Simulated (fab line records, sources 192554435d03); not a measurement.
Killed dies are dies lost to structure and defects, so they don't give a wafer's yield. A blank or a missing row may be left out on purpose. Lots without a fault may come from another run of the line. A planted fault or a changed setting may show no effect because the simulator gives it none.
Chamber matching | flow n5_finfet | N5_BEOL_M8_ETCH_72 on rie_diel-01: 4 sister chambers
The step etches underlayer in N2/H2, target depth 6.5 nm, time 5.2 s. 4 wafers are shown with their chamber, then 8 later ones without.

WAFERS WITH THEIR CHAMBER
wafer  | chamber | drypump_motor_current_A (A)
L086.1 | 3       | 5.0
L086.2 | 0       | 5.5
L086.4 | 1       | 5.2
L085.1 | 2       | 6.0

WAFERS WITHOUT THEIR CHAMBER
wafer  | drypump_motor_current_A (A)
L085.4 | 5.2
L085.5 | 5.3
L094.1 | 4.9
L094.2 | 6.0
L094.3 | 5.5
L096.1 | 5.2
L096.5 | 5.2
L096.6 | 6.0

WHICH CHAMBER EACH WENT THROUGH
wafer  | from the rows above | in truth
L085.4 | 1                   | 1
L085.5 | 1                   | 1
L094.1 | 3                   | 3
L094.2 | 2                   | 2
L094.3 | 0                   | 0
L096.1 | 1                   | 1
L096.5 | 1                   | 1
L096.6 | 2                   | 2
Placed correctly: 8 of 8. Can't be placed from these rows: 0. Placed wrongly: 0.
How it was worked out, from the rows above alone: a wafer's distance from a chamber is the root of the sum, over the readings, of the square of ((its reading less the chamber's mean) divided by the reading's scatter). The wafer belongs to the nearest chamber; if the next one is less than 2 further off, it can't be placed. A chamber's mean is the mean of its shown wafers. The scatter: with one shown wafer a chamber, the root of the mean of the squares of how far each hidden wafer lies from its nearest shown one.
